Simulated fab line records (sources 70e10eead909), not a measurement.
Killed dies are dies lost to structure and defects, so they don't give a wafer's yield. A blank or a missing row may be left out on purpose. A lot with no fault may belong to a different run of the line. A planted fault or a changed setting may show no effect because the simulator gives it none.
Matching of chambers	flow nand_harc	4 sister chambers for NHARC_A_STAIRCASE_CMP_152 on cmp-02
The step polishes. 18 wafers are shown with their chamber, then 9 later ones without.

## EACH WAFER AND ITS CHAMBER
wafer	chamber	motor_current_A (A)
L076.3	0	11.6
L076.4	3	11.3
L076.6	0	11.1
L085.2	2	10.7
L085.4	3	10.6
L085.6	3	11.2
L088.3	3	10.7
L088.4	1	12.4
L088.6	1	11.9
L088.1	0	10.8
L088.2	2	10.9
L088.5	2	10.9
L090.1	1	12.5
L090.4	2	11.3
L090.5	1	12.1
L092.1	0	11.6
L092.2	2	11.4
L092.6	3	11.1

SIGNATURES (averages over the wafers above)
reading	chamber 0	chamber 1	chamber 2	chamber 3	scatter within a chamber
motor_current_A	11.275	12.225	11.040	10.980	0.32
Rule: for a wafer and a chamber, the distance is found by dividing, reading by reading, the gap between the wafer's reading and the chamber's mean by the reading's scatter, squaring, summing and taking the root. The wafer belongs to the nearest chamber; if the next one is less than 2 further off, it can't be placed. The scatter is the square root of a quotient: the sum, over the shown wafers, of each reading's squared deviation from its chamber's mean, divided by wafers minus chambers.

## WAFERS WITHOUT THEIR CHAMBER
wafer	motor_current_A (A)
L092.3	11.9
L092.4	10.8
L092.5	11.0
L095.2	11.5
L095.3	11.6
L095.6	11.3
L095.1	11.8
L095.4	11.0
L095.5	11.2

## THE CHAMBER EACH PASSED THROUGH
wafer	from the rows above	in truth
L092.3	can't be placed: 1 or 0 or 2 or 3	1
L092.4	can't be placed: 3 or 2 or 0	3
L092.5	can't be placed: 3 or 2 or 0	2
L095.2	can't be placed: 0 or 2 or 3 or 1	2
L095.3	can't be placed: 0 or 2 or 3 or 1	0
L095.6	can't be placed: 0 or 2 or 3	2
L095.1	can't be placed: 1 or 0 or 2 or 3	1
L095.4	can't be placed: 3 or 2 or 0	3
L095.5	can't be placed: 0 or 2 or 3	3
Placed correctly: 0 of 9. Unplaceable from these rows: 9, with the true chamber sitting among the candidates in 9. Number placed wrongly: 0.
